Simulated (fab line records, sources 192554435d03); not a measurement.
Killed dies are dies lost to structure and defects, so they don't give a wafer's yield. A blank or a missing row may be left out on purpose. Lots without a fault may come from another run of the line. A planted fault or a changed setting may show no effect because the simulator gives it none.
fab line records | flow n5_finfet
record lots=4 wafers=12 last_day=19
route steps=1938 shown BEOL_M5@1112 PASSIVATION@1936
lots that met no fault: from a run of the same line without faults
start_h: hours from the record's first day to the start of the lot's first wafer shown | wait_h: hours since the lot's step before | " the same as in the row above | L1.1+2: a row that stands for several wafers | - no value, or no start given | * or withheld: withheld | < > ~ a bound
route shown NAME@n: a module of which the file shows steps, and the number in the route of the first | usual: mean/standard deviation of fault-free wafers | same: alike in all rows | chamber/n: place in a boat | sites: the reading at each site | _std_site: their standard deviation | _edge_site: outer sites' mean less inner sites' | radius_mm: how far each site lies from the wafer's centre | mask NAME#n: copy n | behind: the tool/chamber that last shaped the wafer | hold: why the lot was held/for how many hours/how that ended | device: the transistor (n, p or np) that didn't switch | end of line: the same wafers' tests at the end of the route | a step without rows: its recipe alone | killed: dies lost to structure and defects at the first sort, not the wafer's yield | map: a wafer's dies, x killed, . not, _ none there
set.NAME: the setting as run; set.NAME@STEP: as run at that earlier step | model.NAME: the simulator's own value behind a step, which no gauge read
lots at some steps of the route; a table a step, a row a wafer
services: from which hour (start_h, from the record's first day; less than 0 if before it) a tool's chamber was out of use, for how many hours, and why
## steps
# step N5_BEOL_M5_ILD_DEP_00
# recipe material=SiCOH_lowk target_thk_a=1406.4 temp_c=300 precursor=DEMS/porogen pressure_torr=5 rf_w=500 time_s=25.9
# step N5_BEOL_M5_CURE_79
# recipe temp_c=385 time_s=240 ambient=He/Ar material=SiCOH_lowk
# step N5_BEOL_M5_PECVD_70
# recipe material=SiO2 target_thk_a=160 temp_c=400 precursor=TEOS/O2 pressure_torr=5.5 rf_w=450 teos_flow_sccm=53.8 gas=O2 flow_sccm=3000 time_s=18
# step N5_BEOL_M5_HM_DEP_02
# recipe material=TiN target_thk_a=200 temp_c=25 chamber_pressure_pa=0.49996
# step N5_BEOL_M5_COAT_59
# recipe resist=SOC temp_c=250 time_s=60 spin_rpm=1500 resist_thk_nm=60
# step N5_BEOL_M5_COAT_60
# recipe resist=SiARC temp_c=220 time_s=60 spin_rpm=1500 resist_thk_nm=12
# step N5_BEOL_M5_COAT_71
# recipe resist=underlayer temp_c=205 time_s=60 spin_rpm=1500 resist_thk_nm=5
# step N5_BEOL_M5_COAT_05
# recipe resist=CAR-EUV spin_rpm=1500 resist_thk_nm=30
# step N5_BEOL_M5_EBR_07
# recipe solvent=PGMEA ebr_width_mm=1.5
# step N5_BEOL_M5_SOFTBAKE_06
# recipe temp_c=110 time_s=60 resist=CAR-EUV
# step N5_BEOL_M5_EXPOSE_08
# recipe mask_id=M5 na=0.33 source_shape=annular sigma_inner=0.4 sigma_outer=0.8 polarization=unpolarized target_cd_nm=28 dose_mj=35.75
# usual exposure_dose_mJ_cm2=35.64/0.049 focus_offset_nm=-0.1/0.59
# same sigma_inner=0.4
# columns lot.wafer tool chamber start_h wait_h mask exposure_dose_mJ_cm2 focus_offset_nm
L361.3 euv_scanner-01 0 244.89 - M5#0 35.70 -0.1
L361.4 " 0 " " M5#0 35.72 0.3
L361.5 " 0 " " M5#0 35.71 -0.2
L372.1 euv_scanner-01 0 289.14 - M5#0 33.66 -0.8
L372.2 " 0 " " M5#0 33.68 -0.3
L372.5 " 0 " " M5#0 33.65 -0.4
L370.1 euv_scanner-01 0 294.46 - M5#0 34.07 -0.3
L370.3 " 0 " " M5#0 34.07 -0.6
L370.6 " 0 " " M5#0 34.09 -0.3
L378.2 euv_scanner-02 0 343.08 - M5#0 35.57 -0.4
L378.3 " 0 " " M5#0 35.63 -0.1
L378.4 " 0 " " M5#0 35.59 -0.1
# step N5_BEOL_M5_PEB_09
# recipe peb_temp_c=100 peb_time_s=60 resist=CAR-EUV
# step N5_BEOL_M5_DEVELOP_10
# recipe develop_time_s=30 developer=TMAH resist=CAR-EUV rinse_liquid=surfactant_rinse dry=air_spin dev_temp_c=23
# step N5_BEOL_M5_CD_MEAS_11
# recipe target_cd_nm=27.74 landing_energy_ev=500 detector=se_inlens
# usual cd_nm=27.99/0.27
# columns lot.wafer tool chamber start_h wait_h cd_nm
L361.3 cd_sem-03 0 245.01 - 28.19
L361.4 " 0 " " 28.59
L361.5 " 0 " " 28.45
L372.1 cd_sem-01 0 289.27 - 26.72
L372.2 " 0 " " 26.66
L372.5 " 0 " " 26.80
L370.1 cd_sem-03 0 294.59 - 26.53
L370.3 " 0 " " 26.54
L370.6 " 0 " " 26.84
L378.2 cd_sem-03 0 343.20 - 28.08
L378.3 " 0 " " 28.05
L378.4 " 0 " " 27.62
# step N5_BEOL_M5_DESCUM_16
# recipe chemistry=O2 time_s=7 source_power_w=50 bias_power_w=20 pressure_mtorr=20 rf_frequency_hz=2.712e+07 temp_c=40 resist=CAR-EUV o2_flow_sccm=225
# usual drypump_motor_current_A=5.6/0.34 oes_product_au=0.77/0.076 rf_vpp_V=243.5/1.5 showerhead_plenum_p_Torr=2.11/0.075 throttle_valve_pct=20.63/0.22
# columns lot.wafer tool chamber start_h wait_h drypump_motor_current_A oes_product_au rf_hours_counter_h rf_vpp_V showerhead_plenum_p_Torr throttle_valve_pct model.BEOL_M5.cd_nm
L361.3 rie_diel-01 2 246.78 1.7 5.5 0.72 183 244.1 2.16 20.75 28.2
L361.4 " 1 " " 6.1 0.73 199 242.5 2.07 20.68 28.2
L361.5 " 2 " " 5.5 0.72 - 244.6 2.16 20.76 28.2
L372.1 rie_diel-03 3 289.40 0.0 5.5 0.72 225 242.6 2.09 20.96 26.6
L372.2 " 0 " " 5.4 0.73 205 243.3 2.09 20.64 26.6
L372.5 " 2 " " 5.3 0.73 - 243.5 2.08 20.81 26.8
L370.1 rie_diel-02 2 294.81 0.1 5.6 0.68 224 242.7 2.04 20.64 27
L370.3 " 3 " " 5.0 0.90 47 246.5 2.24 20.64 27
L370.6 " 0 " " 5.8 0.83 - 242.2 2.04 20.12 26.8
L378.2 rie_diel-02 2 345.39 2.1 5.6 0.68 244 243.6 2.04 20.68 28
L378.3 " 3 " " 5.0 0.88 66 244.1 2.23 20.69 28
L378.4 " 1 " " 5.6 0.70 233 244.6 2.16 20.78 27.8
# step N5_BEOL_M5_ETCH_72
# recipe chemistry=N2/H2 target=underlayer target_depth_a=65 mask_material=CAR-EUV time_s=5.2 ion_energy_ev=200 pressure_mtorr=30 source_w=840 bias_w=150 n2_flow_sccm=200 h2_flow_sccm=200 ends=cleared
# step N5_BEOL_M5_ETCH_61
# recipe chemistry=CF4 target=SiARC target_depth_a=156 mask_material=CAR-EUV time_s=26 ion_energy_ev=80 pressure_mtorr=40 source_w=545 bias_w=36 Ar_flow_sccm=100 cf4_flow_sccm=100 ends=cleared
# step N5_BEOL_M5_ETCH_62
# recipe chemistry=N2/H2 target=SOC target_depth_a=750 overetch_a=150 mask_material=SiARC temp_c=40 time_s=112.5 ion_energy_ev=200 pressure_mtorr=30 source_w=840 bias_w=150 n2_flow_sccm=200 h2_flow_sccm=200
# step N5_BEOL_M5_STRIP_63
# recipe chemistry=N2/H2 temp_c=40 n2_flow_sccm=200 h2_flow_sccm=200 rf_frequency_hz=6e+07
# step N5_BEOL_M5_STRIP_73
# recipe chemistry=N2/H2 temp_c=40 n2_flow_sccm=200 h2_flow_sccm=200 rf_frequency_hz=6e+07
# step N5_BEOL_M5_STRIP_64
# recipe chemistry=CF4 resist=SiARC power_w=300 bias_power_w=75 pressure_mtorr=50 cf4_flow_sccm=150 rf_frequency_hz=6e+07
# step N5_BEOL_M5_HM_OPEN_17
# recipe chemistry=Cl2/BCl3 target_depth_a=200 overetch_a=60 target=TiN mask_material=SOC ion_energy_ev=150 pressure_mtorr=10 icp_w=1000 bias_w=126 Cl2_flow_sccm=53.25 bcl3_flow_sccm=21.75 Ar_flow_sccm=25
# step N5_BEOL_M5_STRIP_19
# recipe chemistry=O2 power_w=400 temp_c=40 pressure_mtorr=30 rf_frequency_hz=6e+07 bias_power_w=0 overash_fraction=0.2 o2_flow_sccm=225
# step N5_BEOL_M5_CD_MEAS_18
# recipe pitch_nm=56 target_cd_nm=28
# usual cd_nm=28.1/0.32
# columns lot.wafer tool chamber start_h wait_h cd_nm
L361.3 cd_sem-02 - 247.85 0.1 28.5
L361.4 " - " " 28.2
L361.5 " - " " 28.8
L372.1 cd_sem-02 - 289.83 0.0 26.5
L372.2 " - " " 26.7
L372.5 " - " " 27.3
L370.1 cd_sem-03 - 295.24 0.0 27.5
L370.3 " - " " 27.3
L370.6 " - " " 27.1
L378.2 cd_sem-03 - 345.91 0.1 27.7
L378.3 " - " " 28.3
L378.4 " - " " 27.9
# step N5_BEOL_M5_COAT_65
# recipe resist=SOC temp_c=250 time_s=60 spin_rpm=1500 resist_thk_nm=60
# step N5_BEOL_M5_COAT_66
# recipe resist=SiARC temp_c=220 time_s=60 spin_rpm=1500 resist_thk_nm=12
# step N5_BEOL_M5_COAT_74
# recipe resist=underlayer temp_c=205 time_s=60 spin_rpm=1500 resist_thk_nm=5
# step N5_BEOL_M5_COAT_22
# recipe resist=CAR-EUV spin_rpm=1500 resist_thk_nm=30
# step N5_BEOL_M5_EBR_24
# recipe solvent=PGMEA ebr_width_mm=1.5
# step N5_BEOL_M5_SOFTBAKE_23
# recipe temp_c=110 time_s=60 resist=CAR-EUV
# step N5_BEOL_M5_EXPOSE_25
# recipe mask_id=V4 na=0.33 source_shape=quasar sigma_inner=0.2 sigma_outer=0.6 polarization=unpolarized defocus_nm=10 dose_mj=52.75
# step N5_BEOL_M5_PEB_26
# recipe peb_temp_c=100 peb_time_s=60 resist=CAR-EUV
# step N5_BEOL_M5_DEVELOP_27
# recipe develop_time_s=30 developer=TMAH resist=CAR-EUV rinse_liquid=surfactant_rinse dry=air_spin dev_temp_c=23
# step N5_BEOL_M5_DESCUM_33
# recipe chemistry=O2 time_s=7 source_power_w=50 bias_power_w=20 pressure_mtorr=20 rf_frequency_hz=2.712e+07 temp_c=40 resist=CAR-EUV o2_flow_sccm=225
# step N5_BEOL_M5_ETCH_75
# recipe chemistry=N2/H2 target=underlayer target_depth_a=65 mask_material=CAR-EUV time_s=5.2 ion_energy_ev=200 pressure_mtorr=30 source_w=840 bias_w=150 n2_flow_sccm=200 h2_flow_sccm=200 ends=cleared
# step N5_BEOL_M5_ETCH_41
# recipe chemistry=CH3F/O2 target=SiCN target_depth_a=315 taper_deg=2 time_s=56.7 ion_energy_ev=120 mask_material=TiN pressure_mtorr=30 source_w=395 bias_w=75 Ar_flow_sccm=150 CH3F_flow_sccm=30 O2_flow_sccm=20
# usual drypump_motor_current_A=5.7/0.35 oes_product_au=0.75/0.075 rf_vpp_V=297.4/1.6 showerhead_plenum_p_Torr=2.01/0.068 throttle_valve_pct=16.53/0.22
# columns lot.wafer tool chamber start_h wait_h drypump_motor_current_A oes_product_au rf_hours_counter_h rf_vpp_V showerhead_plenum_p_Torr throttle_valve_pct model.BEOL_M5.cd_nm
L361.3 rie_diel-02 2 - - 5.6 0.71 211 296.6 1.98 16.70 28.6
L361.4 " 1 " " 5.6 0.71 203 299.2 2.07 16.56 28.2
L361.5 " 3 " " 5.0 0.92 - 299.0 2.14 16.47 28.6
L372.1 rie_diel-02 3 - - 5.0 0.89 47 299.1 2.14 16.48 26.2
L372.2 " 2 " " 5.6 0.69 223 296.4 1.98 16.73 27
L372.5 " 3 " " 5.0 0.89 - 300.1 2.14 16.48 27
L370.1 rie_diel-03 2 - - 5.3 0.73 176 297.1 1.98 16.65 27.4
L370.3 " 1 " " 5.9 0.89 30 299.6 2.12 16.35 27.2
L370.6 " 1 " " 6.0 0.89 - 300.4 2.12 16.35 27
L378.2 rie_diel-02 1 - - 5.6 0.69 235 299.9 2.06 16.63 28
L378.3 " 0 " " 5.8 0.81 100 295.2 1.94 16.05 28
L378.4 " 2 " " 5.6 0.68 245 297.1 1.97 16.76 27.8
# step N5_PASSIVATION_PROBE_49
# usual defect_limited_yield=91.1/1.4 killed_at_M0_to_M3=36/11 killed_at_M4_up=14/5.2 killed_at_contacts=12/6.1 killed_at_front_end=40/12 killed_at_other=3.2/2.5 killed_dies=105/16 killed_on_rim=14/4.4 killed_open=68/12 killed_short=35/8.7 sort_bin_5_function=5.2/0.89 sort_bin_6_memory=3.3/0.66 sort_n_pass=1074/16 sort_yield_pct=91.1/1.4
# same gross_dies=1180 killed_at_back_side=0 sort_bin_4_leakage[%]=0 sort_bin_8_speed[%]=0
# columns lot.wafer tool chamber start_h wait_h defect_limited_yield[%] killed_at_M0_to_M3 killed_at_M4_up killed_at_contacts killed_at_front_end killed_at_other killed_dies killed_on_rim killed_open killed_short sort_bin_5_function[%] sort_bin_6_memory[%] sort_n_pass sort_yield_pct[%]
L361.3 prober-02 - 352.82 0.1 91.7 32 12 15 33 6 98 8 66 30 5.3 2.7 1082 91.7
L361.4 prober-02 - 352.87 0.2 90.2 39 11 9 53 4 116 5 84 30 5.4 3.6 1064 90.2
L361.5 prober-02 - 352.92 0.2 92.5 37 8 15 26 2 88 14 68 19 4.7 2.7 1092 92.5
L372.1 prober-01 - 387.66 0.0 90.3 36 18 18 42 1 115 14 83 30 6.4 3.0 1065 90.3
L372.2 prober-01 - 387.71 0.1 89.1 42 8 29 45 5 129 19 88 40 6.8 3.9 1051 89.1
L372.5 prober-01 - 387.86 0.2 90.9 36 14 14 40 3 107 24 79 26 5.8 3.2 1073 90.9
L370.1 prober-01 - 409.35 0.0 90.1 31 20 13 49 4 117 22 75 39 5.1 4.4 1063 90.1
L370.3 prober-01 - 409.45 0.1 89.5 36 17 3 59 9 124 19 77 46 6.3 3.6 1056 89.5
L370.6 prober-01 - 409.60 0.3 90.3 41 9 10 41 13 114 11 72 40 5.4 3.9 1066 90.3
L378.2 prober-01 - 459.17 0.1 89.7 36 11 10 64 1 122 15 59 59 6.4 3.7 1058 89.7
L378.3 prober-01 - 459.22 0.1 89.5 40 16 5 61 2 124 17 88 33 6.0 4.1 1056 89.5
L378.4 prober-01 - 459.27 0.2 92.4 16 15 19 40 0 90 13 52 36 4.3 2.9 1090 92.4
# killed by level:class
L361.3 MOL_CONTACT_COAG:geometric_particle:open=12 STI_FIN_REVEAL:geometric_particle:open=9 BEOL_M0_SAQP:geometric_particle:open=6 BEOL_M2:geometric_particle:open=6 STI_FIN_REVEAL:geometric_particle:short=5 BEOL_M0:geometric_particle:open=5 BEOL_M3:geometric_particle:short=5 DUMMY_GATE:geometric_particle:open=4
L361.4 STI_FIN_REVEAL:geometric_particle:open=24 BEOL_M2:geometric_particle:open=10 MOL_CONTACT_COAG:geometric_particle:open=9 FIN_SAQP:geometric_particle:open=8 FIN_SAQP:geometric_particle:short=7 STI_FIN_REVEAL:geometric_particle:short=6 BEOL_M0_SAQP:geometric_particle:short=6 BEOL_M3:geometric_particle:open=5
L361.5 MOL_CONTACT_COAG:geometric_particle:open=14 STI_FIN_REVEAL:geometric_particle:open=12 BEOL_M1:geometric_particle:open=10 BEOL_M2:geometric_particle:open=8 BEOL_M0_SAQP:geometric_particle:short=7 BEOL_M0_SAQP:geometric_particle:open=6 DUMMY_GATE:geometric_particle:open=5 BEOL_M3:geometric_particle:open=5
L372.1 STI_FIN_REVEAL:geometric_particle:open=15 MOL_CONTACT_COAG:geometric_particle:open=15 BEOL_M0_SAQP:geometric_particle:short=9 FIN_SAQP:geometric_particle:open=7 BEOL_M4:geometric_particle:open=7 BEOL_M2:geometric_particle:open=6 BEOL_M1:geometric_particle:open=6 FIN_SAQP:geometric_particle:short=5
L372.2 MOL_CONTACT_COAG:geometric_particle:open=22 STI_FIN_REVEAL:geometric_particle:open=15 FIN_SAQP:geometric_particle:short=12 BEOL_M0_SAQP:geometric_particle:open=11 BEOL_M0_SAQP:geometric_particle:short=8 BEOL_M2:geometric_particle:open=8 MOL_CONTACT_COAG:geometric_particle:short=7 BEOL_M1:geometric_particle:open=7
L372.5 STI_FIN_REVEAL:geometric_particle:open=18 BEOL_M2:geometric_particle:open=15 MOL_CONTACT_COAG:geometric_particle:open=10 BEOL_M0_SAQP:geometric_particle:open=6 BEOL_M5:geometric_particle:open=5 FIN_SAQP:geometric_particle:short=4 MOL_CONTACT_COAG:geometric_particle:short=4 STARTING-WAFER:geometric_particle:short=4
L370.1 FIN_SAQP:geometric_particle:open=14 MOL_CONTACT_COAG:geometric_particle:open=9 BEOL_M4:geometric_particle:open=9 BEOL_M0_SAQP:geometric_particle:short=8 STI_FIN_REVEAL:geometric_particle:open=7 FIN_SAQP:geometric_particle:short=6 BEOL_M0_SAQP:geometric_particle:open=5 BEOL_M2:geometric_particle:open=5
L370.3 BEOL_M2:geometric_particle:open=12 SPACER0:geometric_particle:open=10 BEOL_M0_SAQP:geometric_particle:short=10 SPACER0:geometric_particle:short=8 GATE_CUT:geometric_particle:short=8 STI_FIN_REVEAL:geometric_particle:open=7 GATE_CUT:geometric_particle:open=6 FIN_SAQP:geometric_particle:open=5
L370.6 STI_FIN_REVEAL:geometric_particle:open=13 BEOL_M3:geometric_particle:open=12 BEOL_M0_SAQP:geometric_particle:open=11 FIN_SAQP:geometric_particle:short=7 FIN_SAQP:geometric_particle:open=5 MOL_CONTACT_COAG:geometric_particle:short=5 MOL_CONTACT_COAG:geometric_particle:open=5 BEOL_M2:geometric_particle:open=5
L378.2 GATE_CUT:geometric_particle:short=16 FIN_SAQP:geometric_particle:open=15 FIN_SAQP:geometric_particle:short=9 BEOL_M3:geometric_particle:short=9 BEOL_M0_SAQP:geometric_particle:short=8 BEOL_M1:geometric_particle:open=8 GATE_CUT:geometric_particle:open=7 MOL_CONTACT_COAG:geometric_particle:open=6
L378.3 FIN_SAQP:geometric_particle:open=19 STI_FIN_REVEAL:geometric_particle:open=14 BEOL_M1:geometric_particle:open=12 FIN_SAQP:geometric_particle:short=10 BEOL_M4:geometric_particle:open=10 BEOL_M3:geometric_particle:open=8 BEOL_M3:geometric_particle:short=5 DUMMY_GATE:geometric_particle:open=4
L378.4 STI_FIN_REVEAL:geometric_particle:open=11 MOL_CONTACT_COAG:geometric_particle:open=11 FIN_SAQP:geometric_particle:short=9 MOL_CONTACT_COAG:geometric_particle:short=8 FIN_SAQP:geometric_particle:open=6 STARTING-WAFER:geometric_particle:short=5 BEOL_M4:geometric_particle:open=4 BEOL_M0_SAQP:geometric_particle:open=3
## services
# columns tool chamber start_h hours kind
euv_scanner-01 - 228.73 1.0 pm
rie_diel-03 - 238.74 15.6 pm
rie_diel-02 - 241.28 5.4 repair
euv_scanner-02 0 242.20 - calibration
euv_scanner-02 - 258.76 1.0 pm
rie_diel-03 0 260.05 1.3 repair
euv_scanner-01 0 272.31 - calibration
euv_scanner-01 - 279.55 4.6 pm
euv_scanner-01 - 284.88 1.0 pm
euv_scanner-02 - 314.91 1.0 pm
rie_diel-03 - 329.81 14.6 pm
rie_diel-01 - 333.19 2.8 pm
euv_scanner-02 - 335.31 5.8 pm
euv_scanner-01 - 341.13 1.0 pm
## key
first_sign step=N5_BEOL_M5_EXPOSE_08 reading=exposure_dose_mJ_cm2 direction=down sigmas=36 usual=35.64 struck=33.87
effect step=N5_BEOL_M5_CD_MEAS_11 reading=cd_nm direction=down sigmas=4.9 usual=27.99 struck=26.68 through=control_loop
effect step=N5_BEOL_M5_CD_MEAS_18 reading=cd_nm direction=down sigmas=3.2 usual=28.1 struck=27.1 through=control_loop
model_effect step=N5_BEOL_M5_DESCUM_16 value=BEOL_M5.cd_nm without=28.03 struck=26.8
model_effect step=N5_BEOL_M5_ETCH_41 value=BEOL_M5.cd_nm without=28.23 struck=26.97
met_at N5_BEOL_M5_EXPOSE_08
struck_wafers L370.1,L370.3,L370.6,L372.1,L372.2,L372.5
loop_trim step=N5_BEOL_M5_EXPOSE_08 setting=dose lots=L370
onset_between 244.89 289.14
fault kind=process_parameter_drift tool=euv_scanner-01 chamber=- onset_h=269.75 steps=N5_BEOL_M5_EXPOSE_08 channel=dose_mj offset=-2.0279 shape=step acts_in=these_recipes_only stated=35.75
# loop_trim: a control loop set the setting to another value than it would have without faults
